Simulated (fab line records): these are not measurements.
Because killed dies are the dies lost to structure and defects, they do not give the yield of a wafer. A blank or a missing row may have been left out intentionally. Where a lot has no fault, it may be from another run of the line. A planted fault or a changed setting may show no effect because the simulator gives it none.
What tool caused it? :: flow nand-harc :: 11 lots with 33 wafers sampled at 3 steps, on a route of 1302 steps

WHAT THE GAUGES READ, wafer by wafer
NHARC_A_ONON_D2_THK_MEAS_02: measures by ellipsometry.
lot: L494
measured: day 11 23:50
on: film-metro-01
thk-nm (nm): 992 993 994

lot: L495
measured: day 12 20:44
on: film-metro-02
thk-nm (nm): 1014 1013 1013

lot: L503
measured: day 15 21:54
on: film-metro-01
thk-nm (nm): 993 995 996

lot: L505
measured: day 16 19:47
on: film-metro-01
thk-nm (nm): 986 985 986

lot: L511
measured: day 19 02:18
on: film-metro-02
thk-nm (nm): 1011 1011 1010

lot: L510
measured: day 19 02:20
on: film-metro-01
thk-nm (nm): 1006 1009 1008

lot: L512
measured: day 19 19:04
on: film-metro-01
thk-nm (nm): 1000 1001 1001

lot: L513
measured: day 20 07:39
on: film-metro-01
thk-nm (nm): 984 985 985

lot: L514
measured: day 20 15:56
on: film-metro-02
thk-nm (nm): 1009 1010 1009

lot: L515
measured: day 21 00:35
on: film-metro-01
thk-nm (nm): 1002 1001 1002

lot: L517
measured: day 22 00:20
on: film-metro-02
thk-nm (nm): 1008 1009 1008

NHARC_A_ONON_D2_THK_MEAS_34: measures by ellipsometry.
lot: L494
measured: day 12 12:25
on: film-metro-02
thk-nm (nm): 205 204 202

lot: L495
measured: day 13 09:27
on: film-metro-01
thk-nm (nm): 201 197 201

lot: L503
measured: day 16 12:26
on: film-metro-01
thk-nm (nm): 215 197 194

lot: L505
measured: day 17 08:25
on: film-metro-01
thk-nm (nm): 218 196 201

lot: L511
measured: day 19 15:02
on: film-metro-01
thk-nm (nm): 203 205 203

lot: L510
measured: day 19 15:03
on: film-metro-02
thk-nm (nm): 197 199 201

lot: L512
measured: day 20 08:10
on: film-metro-02
thk-nm (nm): 198 202 202

lot: L513
measured: day 20 20:22
on: film-metro-01
thk-nm (nm): 201 203 207

lot: L514
measured: day 21 04:20
on: film-metro-01
thk-nm (nm): 199 199 201

lot: L515
measured: day 21 13:20
on: film-metro-01
thk-nm (nm): 195 196 203

lot: L517
measured: day 22 13:46
on: film-metro-01
thk-nm (nm): 196 198 199

WHICH TOOL RAN EACH LOT (tool, then ch and the chambers of the sampled wafers, then the start)
lot: L494
NHARC_A_ONON_D2_DEP_33: pecvd-01 ch 0,1, day 12 12:03

lot: L495
NHARC_A_ONON_D2_DEP_33: pecvd-04 ch 0,1,2, day 13 09:02

lot: L503
NHARC_A_ONON_D2_DEP_33: pecvd-04 ch 0,1,2, day 16 12:01

lot: L505
NHARC_A_ONON_D2_DEP_33: pecvd-04 ch 0,1,2, day 17 08:02

lot: L511
NHARC_A_ONON_D2_DEP_33: pecvd-01 ch 0,1,2, day 19 14:37

lot: L510
NHARC_A_ONON_D2_DEP_33: pecvd-02 ch 0,1,2, day 19 14:41

lot: L512
NHARC_A_ONON_D2_DEP_33: pecvd-04 ch 0,1,2, day 20 07:50

lot: L513
NHARC_A_ONON_D2_DEP_33: pecvd-01 ch 0,2, day 20 20:00

lot: L514
NHARC_A_ONON_D2_DEP_33: pecvd-04 ch 0,2, day 21 03:58

lot: L515
NHARC_A_ONON_D2_DEP_33: pecvd-04 ch 1,2, day 21 12:58

lot: L517
NHARC_A_ONON_D2_DEP_33: pecvd-01 ch 0,1,2, day 22 13:22
- NHARC_A_ONON_D2_DEP_33: deposits SiO2, target thk 200 nm.

AS READ BY THE TOOLS THEMSELVES (means over the sampled wafers that have a number; for cases with no such wafer, the mark the record gives instead)
NHARC_A_ONON_D2_DEP_33.
lot: L494
tool: pecvd-01
heater-power-outer-w (W): 317
heater-power-w (W): 613
rf-fwd-power-W (W): 898.5
showerhead-vpp-V (V): 1867
throttle-valve-pct (%): 15.3

lot: L495
tool: pecvd-04
heater-power-outer-w (W): 318
heater-power-w (W): 569
rf-fwd-power-W (W): 897.0
showerhead-vpp-V (V): 1843
throttle-valve-pct (%): 16.2

lot: L503
tool: pecvd-04
heater-power-outer-w (W): 308
heater-power-w (W): 566
rf-fwd-power-W (W): 1022.0
showerhead-vpp-V (V): 1948
throttle-valve-pct (%): 16.4

lot: L505
tool: pecvd-04
heater-power-outer-w (W): 302
heater-power-w (W): 554
rf-fwd-power-W (W): 1017.6
showerhead-vpp-V (V): 1977
throttle-valve-pct (%): 16.2

lot: L511
tool: pecvd-01
heater-power-outer-w (W): 304
heater-power-w (W): 566
rf-fwd-power-W (W): 901.4
showerhead-vpp-V (V): 1820
throttle-valve-pct (%): 15.8

lot: L510
tool: pecvd-02
heater-power-outer-w (W): 296
heater-power-w (W): 520
rf-fwd-power-W (W): 898.2
showerhead-vpp-V (V): 1833
throttle-valve-pct (%): 15.7

lot: L512
tool: pecvd-04
heater-power-outer-w (W): 356
heater-power-w (W): 625
rf-fwd-power-W (W): 897.9
showerhead-vpp-V (V): 1846
throttle-valve-pct (%): 16.1

lot: L513
tool: pecvd-01
heater-power-outer-w (W): 301
heater-power-w (W): 536
rf-fwd-power-W (W): 897.7
showerhead-vpp-V (V): 1831
throttle-valve-pct (%): 16.3

lot: L514
tool: pecvd-04
heater-power-outer-w (W): 300
heater-power-w (W): 550
rf-fwd-power-W (W): 898.6
showerhead-vpp-V (V): 1816
throttle-valve-pct (%): 16.3

lot: L515
tool: pecvd-04
heater-power-outer-w (W): 327
heater-power-w (W): 597
rf-fwd-power-W (W): 895.4
showerhead-vpp-V (V): 1847
throttle-valve-pct (%): 16.5

lot: L517
tool: pecvd-01
heater-power-outer-w (W): 277
heater-power-w (W): 532
rf-fwd-power-W (W): 897.5
showerhead-vpp-V (V): 1832
throttle-valve-pct (%): 15.5

THE ANSWER, worked out from the rows above alone
Rule: the usual values come from the lots themselves. The widest of any qualifying gaps counts: lots, ordered by their means at a reading, are off when they make up no more than a third of the lots, leave a main group of 4 or more, and stand apart from it by 3 or more times the standard deviation of that group's means. If all means in a main group match to the digits the tables above print for the reading, that group is not used. A lot without any number at a reading at which 4 lots or more have one is off too. All remaining lots with rows at the step are treated as sound. Order of review: gauges by route order, followed by the tools' own readings, for which a lot's mean as printed above is used. At the first step where some lot is off, the reading lying furthest off is the one used; lots without a number count as furthest.
Off, at NHARC_A_ONON_D2_DEP_33 on rf-fwd-power-W: L503, L505. The main group: mean 898.0 W, standard deviation 1.5.
A tool fits if, at that step or a process step before it, it ran every lot that is off, and no sound lot after the first of them. Not one of the candidates tried fits.

WHAT WAS PUT IN BY THE SIMULATOR
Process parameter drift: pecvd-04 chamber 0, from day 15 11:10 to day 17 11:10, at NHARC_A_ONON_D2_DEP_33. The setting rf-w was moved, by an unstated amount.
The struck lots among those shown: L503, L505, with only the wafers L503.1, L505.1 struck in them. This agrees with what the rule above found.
